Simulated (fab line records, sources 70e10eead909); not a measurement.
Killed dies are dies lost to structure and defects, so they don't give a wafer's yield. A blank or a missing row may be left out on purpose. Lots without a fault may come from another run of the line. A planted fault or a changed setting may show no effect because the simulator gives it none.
fab line records | flow nand_harc
record lots=6 wafers=18 last_day=33
route steps=1302 shown A_STAIRCASE@829 END@1302
lots that met no fault: from a run of the same line without faults
start_h: hours from the record's first day to the start of the lot's first wafer shown | wait_h: hours since the lot's step before | " the same as in the row above | L1.1+2: a row that stands for several wafers | - no value, or no start given | * or withheld: withheld | < > ~ a bound
route shown NAME@n: a module of which the file shows steps, and the number in the route of the first | usual: mean/standard deviation of fault-free wafers | same: alike in all rows | chamber/n: place in a boat | sites: the reading at each site | _std_site: their standard deviation | _edge_site: outer sites' mean less inner sites' | radius_mm: how far each site lies from the wafer's centre | mask NAME#n: copy n | behind: the tool/chamber that last shaped the wafer | hold: why the lot was held/for how many hours/how that ended | device: the transistor (n, p or np) that didn't switch | end of line: the same wafers' tests at the end of the route | a step without rows: its recipe alone | killed: dies lost to structure and defects at the first sort, not the wafer's yield | map: a wafer's dies, x killed, . not, _ none there
set.NAME: the setting as run; set.NAME@STEP: as run at that earlier step | model.NAME: the simulator's own value behind a step, which no gauge read
lots at some steps of the route; a table a step, a row a wafer
services: from which hour (start_h, from the record's first day; less than 0 if before it) a tool's chamber was out of use, for how many hours, and why
## steps
# step NHARC_A_STAIRCASE_HARDBAKE_311
# recipe temp_c=120 time_s=140
# step NHARC_A_STAIRCASE_DESCUM_312
# recipe time_s=3 o2_flow_sccm=200 ar_flow_sccm=0 bias_power_w=0 chemistry=O2
# step NHARC_A_STAIRCASE_ETCH_313
# recipe cf4_flow_sccm=100 chf3_flow_sccm=30 ar_flow_sccm=0 rf_w=500 bias_w=200 chemistry=CF4/CHF3
# step NHARC_A_STAIRCASE_HM_OPEN_463
# recipe o2_flow_sccm=400 cos_flow_sccm=20 ar_flow_sccm=0 rf_w=500 bias_w=300 chemistry=O2/COS
# usual drypump_motor_current_A=5.8/0.34 oes_product_au=0.998/0.012 rf_vpp_V=466.7/3 showerhead_plenum_p_Torr=3.11/0.13 throttle_valve_pct=28.330/0.0094
# columns lot.wafer tool chamber start_h wait_h drypump_motor_current_A oes_product_au rf_hours_counter_h rf_vpp_V showerhead_plenum_p_Torr throttle_valve_pct
L389.4 rie_diel-03 0 - - 6.2 1.018 35 460.8 2.91 28.333
L389.3 " 1 " " 5.7 1.022 31 468.6 3.15 28.333
L389.2 " 2 " " 6.2 1.011 36 463.3 2.96 28.332
L398.4 rie_diel-01 1 - - 5.6 1.020 30 468.5 3.21 28.334
L398.3 " 2 " " 5.9 0.989 25 465.6 3.06 28.330
L398.5 " 1 " " 5.7 1.004 - 468.3 3.21 28.328
L406.4 rie_diel-13 0 - - 5.9 0.994 9 468.1 3.18 28.333
L406.3 " 1 " " 5.6 0.998 10 469.1 3.21 28.333
L406.1 " 3 " " 5.1 0.976 9 463.4 2.94 28.327
L408.1 rie_diel-03 0 - - 6.2 1.017 41 471.2 3.35 28.330
L408.3 " 2 " " 6.2 0.997 41 463.3 2.93 28.354
L408.6 " 0 " " 6.2 1.014 - 472.8 3.35 28.330
L409.2 rie_diel-13 1 - - 5.6 0.984 18 469.4 3.20 28.332
L409.1 " 3 " " 5.1 0.974 17 463.6 2.93 28.335
L409.5 " 1 " " 5.6 0.983 - 469.6 3.20 28.317
L410.2 rie_diel-01 0 - - 5.9 0.980 15 466.2 3.13 28.332
L410.4 " 1 " " 5.7 1.031 13 469.4 3.19 28.338
L410.1 " 2 " " 5.9 1.010 10 465.2 3.04 28.330
# step NHARC_A_STAIRCASE_STRIP_464
# recipe o2_flow_sccm=400 cos_flow_sccm=20 ar_flow_sccm=0 bias_w=0 chemistry=O2/COS
# step NHARC_A_STAIRCASE_ETCH_453
# recipe target_depth_a=300 overetch_a=30 time_s=16.5 ion_energy_ev=100 cf4_flow_sccm=80 o2_flow_sccm=20 ar_flow_sccm=0 rf_w=300 bias_w=100 chemistry=CF4/O2
# usual drypump_motor_current_A=5.8/0.33 oes_product_au=0.998/0.013 rf_vpp_V=197.6/1.5 showerhead_plenum_p_Torr=1.33/0.058 throttle_valve_pct=13.397/0.0089
# columns lot.wafer tool chamber start_h wait_h drypump_motor_current_A oes_product_au rf_hours_counter_h rf_vpp_V showerhead_plenum_p_Torr throttle_valve_pct
L389.4 rie_diel-03 3 - - 5.4 1.019 40 197.1 1.28 13.395
L389.2 " 0 " " 6.1 1.008 35 195.4 1.24 13.409
L389.3 " 2 " " 6.2 1.004 36 196.0 1.26 13.396
L398.3 rie_diel-01 0 - - 5.9 0.992 32 197.5 1.35 13.399
L398.4 " 1 " " 5.7 1.017 30 198.5 1.37 13.404
L398.5 " 3 " " 6.3 0.986 - 196.1 1.25 13.386
L406.1 rie_diel-13 2 - - 6.0 0.996 11 200.3 1.41 13.389
L406.3 " 3 " " 5.1 0.989 9 196.8 1.25 13.390
L406.4 " 0 " " 5.9 0.988 9 200.9 1.36 13.403
L408.3 rie_diel-03 2 - - 6.2 1.002 41 196.0 1.25 13.379
L408.1 " 3 " " 5.4 1.015 41 195.4 1.26 13.398
L408.6 " 2 " " 6.2 0.996 - 195.8 1.25 13.404
L409.1 rie_diel-13 3 - - 5.1 0.972 17 195.6 1.25 13.398
L409.2 " 0 " " 5.9 1.000 17 197.6 1.36 13.390
L409.5 " 2 " " 6.0 0.985 - 199.8 1.40 13.398
L410.2 rie_diel-01 3 - - 6.3 1.025 17 196.1 1.24 13.400
L410.4 " 0 " " 5.9 0.992 15 197.1 1.34 13.427
L410.1 " 1 " " 5.7 1.050 13 198.0 1.37 13.402
# step NHARC_A_STAIRCASE_ETCH_315
# recipe target_depth_a=25000 time_s=607.1 ion_energy_ev=800 c4f8_flow_sccm=80 o2_flow_sccm=60 ar_flow_sccm=withheld rf_w=600 bias_w=3000 chemistry=C4F8/O2/Ar
# usual oes_product_au=0.930/0.015 rf_vpp_V=1825/11
# columns lot.wafer tool chamber start_h wait_h oes_product_au rf_hours_counter_h rf_vpp_V
L389.2 rie_diel-03 1 - - 0.947 31 1829
L389.3 " 2 " " 0.960 37 1815
L389.4 " 3 " " 0.956 40 1817
L398.3 rie_diel-01 3 - - 0.924 27 1811
L398.4 " 2 " " 0.927 25 1823
L398.5 " 3 " " 0.938 - 1811
L406.4 rie_diel-13 2 - - 0.916 11 1841
L406.3 " 3 " " 0.905 9 1811
L406.1 " 0 " " 0.918 9 1831
L408.3 rie_diel-03 0 - - 0.934 41 1845
L408.1 " 1 " " 0.941 41 1827
L408.6 " 3 " " 0.941 - 1813
L409.1 rie_diel-13 0 - - 0.919 17 1832
L409.2 " 1 " " 0.912 18 1832
L409.5 " 2 " " 0.924 - 1839
L410.2 rie_diel-01 3 - - 0.936 18 1810
L410.1 " 0 " " 0.938 15 1828
L410.4 " 2 " " 0.946 10 1820
# step NHARC_A_STAIRCASE_STRIP_316
# recipe o2_flow_sccm=500 ar_flow_sccm=0 bias_w=0 chemistry=O2
# usual drypump_motor_current_A=5.8/0.33 oes_product_au=0.998/0.011 rf_vpp_V=57.7/0.92 showerhead_plenum_p_Torr=3.51/0.14 throttle_valve_pct=17.037/0.0094
# columns lot.wafer tool chamber start_h wait_h drypump_motor_current_A oes_product_au rf_hours_counter_h rf_vpp_V showerhead_plenum_p_Torr throttle_valve_pct
L389.4 rie_diel-03 2 - - 6.2 1.010 37 56.2 3.35 17.052
L389.2 " 3 " " 5.4 1.012 40 58.0 3.38 17.017
L389.3 " 0 " " 6.2 1.013 35 57.3 3.29 17.032
L398.4 rie_diel-01 3 - - 6.3 0.988 28 59.2 3.32 17.019
L398.3 " 0 " " 5.9 0.986 32 57.0 3.56 17.048
L398.5 " 0 " " 5.9 0.986 - 59.4 3.56 17.042
L406.4 rie_diel-13 1 - - 5.6 0.996 10 57.8 3.62 17.034
L406.3 " 3 " " 5.1 0.981 9 57.7 3.32 17.035
L406.1 " 0 " " 5.9 1.003 9 56.6 3.60 17.040
L408.3 rie_diel-03 1 - - 5.7 1.010 41 57.9 3.53 17.043
L408.1 " 0 " " 6.1 1.004 41 58.5 3.78 17.040
L408.6 " 1 " " 5.7 1.012 - 58.9 3.53 17.041
L409.1 rie_diel-13 0 - - 5.9 0.998 18 56.5 3.59 17.043
L409.2 " 1 " " 5.6 0.993 18 57.6 3.62 17.037
L409.5 " 3 " " 5.1 0.983 - 57.0 3.32 17.039
L410.4 rie_diel-01 3 - - 6.3 1.001 18 57.1 3.30 17.039
L410.1 " 1 " " 5.7 1.025 14 56.0 3.61 17.041
L410.2 " 2 " " 6.0 1.007 11 56.4 3.44 17.058
# step NHARC_A_STAIRCASE_STRIP_317
# recipe time_s=900 temp_c=130 chemistry=SPM
# step NHARC_A_STAIRCASE_PRECLEAN_318
# recipe time_s=* temp_c=50 bath_age_min=0 chemistry=SC1
# step NHARC_A_STAIRCASE_SRD_329
# step NHARC_A_STAIRCASE_ALD_415
# recipe target_thk_a=300 pulse_time_s=6 ald_cycles=300 temp_c=300 material=SiO2
# usual ald_cycles=300/0 heater_power_w=483/43 precursor_pulse_height_rel=0.999/0.022
# columns lot.wafer tool chamber start_h wait_h ald_cycles heater_power_w precursor_pulse_height_rel
L389.4 ald_hk-04 1 399.52 1.2 300 518 0.977
L389.3 " 2 " " 300 500 0.978
L389.2 " 3 " " 300 465 0.999
L398.3 ald_hk-02 0 486.42 0.3 300 457 0.993
L398.4 " 1 " " 300 447 1.016
L398.5 " 3 " " 300 444 1.016
L406.3 ald_hk-04 1 561.36 0.3 383 511 1.020
L406.4 " 2 " " 300 471 0.998
L406.1 " 3 " " 383 474 1.009
L408.1 ald_hk-04 1 577.93 0.1 383 525 0.984
L408.3 " 3 " " 383 481 1.009
L408.6 " 2 " " 300 466 0.979
L409.2 ald_hk-02 1 579.66 0.1 300 464 0.958
L409.1 " 0 " " 300 472 1.001
L409.5 " 1 " " 300 448 0.953
L410.1 ald_hk-01 0 611.66 0.1 300 506 1.038
L410.4 " 1 " " 300 531 1.012
L410.2 " 2 " " 300 494 1.041
# step NHARC_A_STAIRCASE_ETCHBACK_416
# recipe target_depth_a=360 time_s=7.2 c4f8_flow_sccm=withheld o2_flow_sccm=8 ar_flow_sccm=withheld rf_w=600 bias_w=800 chemistry=C4F8/O2/Ar
# usual oes_product_au=0.94/0.032 rf_vpp_V=723/4.7
# columns lot.wafer tool chamber start_h wait_h oes_product_au rf_hours_counter_h rf_vpp_V
L389.4 rie_diel-03 1 - - 0.93 32 725
L389.2 " 2 " " 0.92 37 718
L389.3 " 3 " " 0.93 40 719
L398.3 rie_diel-13 3 - - 0.92 37 719
L398.5 " 3 " " 0.92 - 717
L398.4 " 0 " " 0.90 - 725
L406.3 rie_diel-03 0 - - 0.92 36 733
L406.1 " 1 " " 0.92 38 723
L406.4 " 1 " " 0.93 - 721
L408.1 rie_diel-01 1 - - 1.03 6 726
L408.3 " 3 " " 1.00 8 716
L408.6 " 1 " " 1.03 - 725
L409.1 rie_diel-01 1 - - 1.04 7 726
L409.2 " 3 " " 1.01 9 718
L409.5 " 3 " " 1.00 - 715
L410.4 rie_diel-13 2 - - 0.92 28 729
L410.1 " 3 " " 0.92 25 716
L410.2 " 0 " " 0.92 26 725
# step NHARC_END_SORT_01
# recipe temp_c=25
# usual killed_at_array=54/21 killed_at_other=0.9/1.1 killed_at_periphery=3.5/2.5 killed_dies=58/21 killed_open=3.3/1.9 killed_short=2.6/1.8
# same gross_dies=677
# columns lot.wafer tool chamber start_h wait_h killed_at_array killed_at_other killed_at_periphery killed_dies killed_open killed_short
L406.1 prober-01 0 742.94 2.5 673 1 3 677 2 4
L406.3 prober-01 0 744.53 3.1 669 1 7 677 3 1
L408.1 prober-01 0 755.67 2.5 673 2 2 677 1 2
L408.3 prober-01 0 757.27 3.1 674 1 2 677 0 3
# killed by level:class
L406.1 A_STAIRCASE:area_ald=605 A_CHANNEL_HOLE_D1:chamber_film_flake=31 A_SLIT:chamber_film_flake=19 A_CHANNEL_HOLE_D2:chamber_film_flake=7 A_STAIRCASE:chamber_film_flake=3 P_M0:geometric_particle:short=2 A_CONTACT:chamber_film_flake=2 A_ONON_D1:geometric_particle:short=1
L406.3 A_STAIRCASE:area_ald=579 A_CHANNEL_HOLE_D1:chamber_film_flake=34 A_SLIT:chamber_film_flake=24 A_CHANNEL_HOLE_D2:chamber_film_flake=22 P_GATE:chamber_film_flake=3 P_BONDPAD:chamber_film_flake=3 A_STAIRCASE:chamber_film_flake=3 A_CONTACT:chamber_film_flake=2
L408.1 A_STAIRCASE:area_ald=636 A_CHANNEL_HOLE_D1:chamber_film_flake=16 A_SLIT:chamber_film_flake=9 A_CONTACT:chamber_film_flake=8 THIN_TSV:chamber_film_flake=2 A_ONON_D2:geometric_particle:short=1 A_CHANNEL_HOLE_D2:geometric_particle:short=1 A_SGD_CUT:geometric_particle:open=1
L408.3 A_STAIRCASE:area_ald=645 A_CHANNEL_HOLE_D1:chamber_film_flake=11 A_SLIT:chamber_film_flake=6 A_CONTACT:chamber_film_flake=6 A_STAIRCASE:chamber_film_flake=2 A_SOURCE_PLATE:geometric_particle:short=1 A_CHANNEL_HOLE_D1:geometric_particle:short=1 A_WL_FILL:geometric_particle:short=1
# map L406.1 (x killed, . not)
____________x____________
_________xxxxxxx_________
_______xxxxxxxxxxx_______
______xxxxxxxxxxxxx______
_____xxxxxxxxxxxxxxx_____
____xxxxxxxxxxxxxxxxx____
____xxxxxxxxxxxxxxxxx____
___xxxxxxxxxxxxxxxxxxx___
___xxxxxxxxxxxxxxxxxxx___
__xxxxxxxxxxxxxxxxxxxxx__
__xxxxxxxxxxxxxxxxxxxxx__
_xxxxxxxxxxxxxxxxxxxxxxx_
_xxxxxxxxxxxxxxxxxxxxxxx_
_xxxxxxxxxxxxxxxxxxxxxxx_
_xxxxxxxxxxxxxxxxxxxxxxx_
_xxxxxxxxxxxxxxxxxxxxxxx_
xxxxxxxxxxxxxxxxxxxxxxxxx
xxxxxxxxxxxxxxxxxxxxxxxxx
xxxxxxxxxxxxxxxxxxxxxxxxx
xxxxxxxxxxxxxxxxxxxxxxxxx
xxxxxxxxxxxxxxxxxxxxxxxxx
_xxxxxxxxxxxxxxxxxxxxxxx_
_xxxxxxxxxxxxxxxxxxxxxxx_
_xxxxxxxxxxxxxxxxxxxxxxx_
_xxxxxxxxxxxxxxxxxxxxxxx_
_xxxxxxxxxxxxxxxxxxxxxxx_
__xxxxxxxxxxxxxxxxxxxxx__
__xxxxxxxxxxxxxxxxxxxxx__
___xxxxxxxxxxxxxxxxxxx___
___xxxxxxxxxxxxxxxxxxx___
____xxxxxxxxxxxxxxxxx____
____xxxxxxxxxxxxxxxxx____
_____xxxxxxxxxxxxxxx_____
______xxxxxxxxxxxxx______
_______xxxxxxxxxxx_______
_________xxxxxxx_________
____________x____________
# map L408.1 (x killed, . not)
____________x____________
_________xxxxxxx_________
_______xxxxxxxxxxx_______
______xxxxxxxxxxxxx______
_____xxxxxxxxxxxxxxx_____
____xxxxxxxxxxxxxxxxx____
____xxxxxxxxxxxxxxxxx____
___xxxxxxxxxxxxxxxxxxx___
___xxxxxxxxxxxxxxxxxxx___
__xxxxxxxxxxxxxxxxxxxxx__
__xxxxxxxxxxxxxxxxxxxxx__
_xxxxxxxxxxxxxxxxxxxxxxx_
_xxxxxxxxxxxxxxxxxxxxxxx_
_xxxxxxxxxxxxxxxxxxxxxxx_
_xxxxxxxxxxxxxxxxxxxxxxx_
_xxxxxxxxxxxxxxxxxxxxxxx_
xxxxxxxxxxxxxxxxxxxxxxxxx
xxxxxxxxxxxxxxxxxxxxxxxxx
xxxxxxxxxxxxxxxxxxxxxxxxx
xxxxxxxxxxxxxxxxxxxxxxxxx
xxxxxxxxxxxxxxxxxxxxxxxxx
_xxxxxxxxxxxxxxxxxxxxxxx_
_xxxxxxxxxxxxxxxxxxxxxxx_
_xxxxxxxxxxxxxxxxxxxxxxx_
_xxxxxxxxxxxxxxxxxxxxxxx_
_xxxxxxxxxxxxxxxxxxxxxxx_
__xxxxxxxxxxxxxxxxxxxxx__
__xxxxxxxxxxxxxxxxxxxxx__
___xxxxxxxxxxxxxxxxxxx___
___xxxxxxxxxxxxxxxxxxx___
____xxxxxxxxxxxxxxxxx____
____xxxxxxxxxxxxxxxxx____
_____xxxxxxxxxxxxxxx_____
______xxxxxxxxxxxxx______
_______xxxxxxxxxxx_______
_________xxxxxxx_________
____________x____________
## services
# columns tool chamber start_h hours kind
rie_diel-13 0 376.52 - clean
rie_diel-13 1 376.52 - clean
rie_diel-13 2 376.52 - clean
rie_diel-13 3 376.52 - clean
rie_diel-01 - 380.82 9.0 pm
rie_diel-01 0 380.82 9.0 vent_cycle
rie_diel-01 1 380.82 9.0 vent_cycle
rie_diel-01 2 380.82 9.0 vent_cycle
rie_diel-01 3 380.82 9.0 vent_cycle
rie_diel-01 0 389.82 - clean
rie_diel-01 - 396.72 0.4 repair
rie_diel-13 0 401.64 10.6 repair
ald_hk-04 - 433.68 10.0 pm
rie_diel-03 - 461.71 9.0 pm
ald_hk-01 - 471.82 2.8 repair
rie_diel-13 1 485.28 3.4 repair
ald_hk-04 - 510.78 1.2 repair
rie_diel-13 3 517.00 2.9 repair
rie_diel-13 2 518.14 4.1 repair
rie_diel-13 - 520.08 9.0 pm
ald_hk-02 - 527.02 10.0 pm
rie_diel-03 2 563.07 2.6 repair
rie_diel-01 2 573.91 10.4 repair
rie_diel-13 - 586.75 0.2 repair
## key
first_sign step=NHARC_A_STAIRCASE_ALD_415 reading=ald_cycles direction=up sigmas=99+ usual=300 struck=383
effect step=NHARC_END_SORT_01 reading=killed_dies direction=up sigmas=29 usual=58 struck=677
more_kills_born_at NHARC_A_STAIRCASE_ALD_415@ald_hk-04=2465
met_at NHARC_A_STAIRCASE_ALD_415
struck_wafers L406.1,L406.3,L408.1,L408.3
later_rows_left_out L406.1,L406.3,L408.1,L408.3
tester_left_out L406,L408
onset_between 399.52 561.36
fault kind=process_parameter_drift tool=ald_hk-04 chamber=- onset_h=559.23 steps=NHARC_A_STAIRCASE_ALD_415 channel=ald_cycles offset=83 shape=step end_h=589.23 scope=struck_wafers_only acts_in=these_recipes_only stated=300
# tester_left_out: of these lots the tester's yield and bins aren't shown, on N5 and GAA mostly nor the transistor test; their killed dies are dies lost to structure and defects alone, not to doping, threshold or leakage, so they don't give the yield
# later_rows_left_out: the simulator's readings of these wafers behind a module that went badly wrong aren't trusted and aren't shown, but for the sort
